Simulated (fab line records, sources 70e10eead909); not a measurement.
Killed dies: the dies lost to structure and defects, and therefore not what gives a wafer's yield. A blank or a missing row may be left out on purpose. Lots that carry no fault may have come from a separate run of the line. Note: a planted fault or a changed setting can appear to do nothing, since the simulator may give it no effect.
Chamber matching | flow nand-harc | NHARC_A_M1_STRIP_18 on rie-diel-12 has 4 sister chambers
The step strips in N2/H2. 8 wafers are shown with their chamber, then 7 later ones without.

WAFERS PAIRED WITH THEIR CHAMBERS
wafer  | chamber | drypump-motor-current-A (A) | oes-product-au (a.u.)
L075.4 | 0       | 5.2                         | 0.986
L077.2 | 1       | 5.8                         | 0.971
L079.5 | 1       | 5.8                         | 0.982
L080.3 | 0       | 5.2                         | 0.998
L080.5 | 2       | 5.7                         | 0.979
L080.6 | 3       | 5.4                         | 1.004
L082.1 | 3       | 5.4                         | 1.013
L082.3 | 2       | 5.6                         | 0.986

WAFERS WITHOUT THEIR CHAMBER
wafer  | drypump-motor-current-A (A) | oes-product-au (a.u.)
L082.5 | 5.8                         | 0.981
L090.2 | 5.6                         | 0.987
L090.3 | 5.8                         | 0.988
L090.6 | 5.4                         | 0.995
L094.1 | 5.8                         | 0.998
L094.3 | 5.7                         | 0.991
L094.6 | 5.6                         | 0.995

THE CHAMBER EACH PASSED THROUGH
wafer  | from the rows above     | in truth
L082.5 | 1                       | 1
L090.2 | 2                       | 2
L090.3 | 1                       | 1
L090.6 | 3                       | 3
L094.1 | can't be placed: 1 or 2 | 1
L094.3 | can't be placed: 2 or 1 | 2
L094.6 | 2                       | 2
Correct placement for 5 of the 7. Can't be placed from these rows: 2 (the true chamber is among the candidates in 2). 0 placed wrongly.
How it was worked out, from the rows above alone: a wafer's distance from a chamber is the root of the sum, over the readings, of the square of ((its reading less the chamber's mean) divided by the reading's scatter). If the next closest chamber is less than 2 further off than the closest, the wafer can't be placed; otherwise it belongs to the closest. The mean given for a chamber averages the wafers shown for that chamber. The scatter: take each reading less its chamber's mean, square it, sum over the shown wafers, divide by the number of wafers less the number of chambers, and take the root.
